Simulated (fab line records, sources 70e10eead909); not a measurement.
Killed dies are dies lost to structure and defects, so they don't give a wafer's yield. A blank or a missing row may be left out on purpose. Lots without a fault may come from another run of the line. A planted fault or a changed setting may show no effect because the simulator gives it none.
Problem report in the 8D (eight disciplines) form, filled by code | flow nand_harc | the parts of the form that need people (team, actions taken, sign-off) are left out

1. THE PROBLEM
raw_defect_count at NHARC_A_SOURCE_PLATE_INSPECT_08 reads a mean of 944 on 6 wafers of 2 lots; wafers without a fault read 53 with a standard deviation of 21. That is +42 standard deviations from the usual mean.
First seen on wafer L244.1, day 9 08:33, on defect_inspect-01. The record holds 42 wafers of 14 lots with a number at this step. Rule for "out", or "out of limits": more than 4 standard deviations from the usual mean. The other wafers with a number count as sound.

2. WHAT IT IS AND WHAT IT IS NOT
question                    | is                                   | is not
which readings at this step | raw_defect_count                     | -
which lots                  | L243, L244                           | L240, L241, L247, L252, L254, L255, L256, L257, L259, L261, L262, L263
which wafers of those lots  | all that have a number               | -
read on which gauges        | defect_inspect-01, defect_inspect-02 | -
when                        | from day 9 08:33                     | up to then (6 sound wafers); but 30 sound wafers of L247, L252, L254, L255, L256, L257, L259, L261, L262, L263 came after

3. SUSPECTS, AND WHAT RULES EACH OUT
Counting: a tool at a process step up to the reading stays a suspect if it ran every lot that is out and no sound lot after the first of them.
- the gauge at NHARC_A_SOURCE_PLATE_INSPECT_08: ruled out. The wafers that are out were read on 2 gauges (defect_inspect-01, defect_inspect-02).
- pvd_sputter-02 at NHARC_P_BONDPAD_DEGAS_25 (time 60 s): ruled out as a lasting fault. Sound lots L257, L259 ran on it after its first lot that is out, L243 (day 8 06:02).
- lpcvd_poly-03 at NHARC_A_SOURCE_PLATE_CVD_03 (deposits poly-Si, target thk 200 nm, time 4000 s): ruled out as a lasting fault. Sound lots L252, L254, L255, L257, L262, L263 ran on it after its first lot that is out, L243 (day 8 21:59).
Left after counting: nothing in the record.

4. THE CAUSE (what the simulator had put in)
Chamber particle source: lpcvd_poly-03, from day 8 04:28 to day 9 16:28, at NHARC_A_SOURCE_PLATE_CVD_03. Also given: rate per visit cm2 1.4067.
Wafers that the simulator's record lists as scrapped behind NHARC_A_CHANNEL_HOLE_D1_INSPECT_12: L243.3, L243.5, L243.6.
Counting ruled it out, wrongly: the rule takes a fault to strike every lot that its tool runs from its start on, and this one did not.

5. THE CHAIN OF EFFECTS, in route order
Each row: a reading whose mean over the struck wafers that have a number lies more than 3 standard deviations from the usual. Only readings for which the record gives a usual standard deviation are gone through. hours: the time from each lot's start at the first step in this table that gives one to its start at this step, as a median over the lots. sigmas: the change in usual standard deviations.
hours | step                            | reading          | usual | on struck wafers | change | sigmas
0     | NHARC_A_SOURCE_PLATE_INSPECT_08 | raw_defect_count | 53    | 944              | +891   | +42
439   | NHARC_END_SORT_01               | killed_at_array  | 56    | 115              | +59    | +3.3
439   | NHARC_END_SORT_01               | killed_dies      | 61    | 121              | +60    | +3.2
Later measuring or inspecting steps at which every struck wafer that the step has a row for has a number for every such reading, and none has moved that far: NHARC_A_ONON_D1_THK_MEAS_02.

6. WHAT WOULD HAVE CAUGHT IT SOONER
In this record the first reading out of limits at a measuring or inspecting step was taken at day 9 08:33, 28 hours after the fault began at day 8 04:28.
Of the tool readings at NHARC_A_SOURCE_PLATE_CVD_03 for which the record gives a usual standard deviation, none was out on any struck wafer, so an alarm limit of 4 standard deviations on them would not have fired.
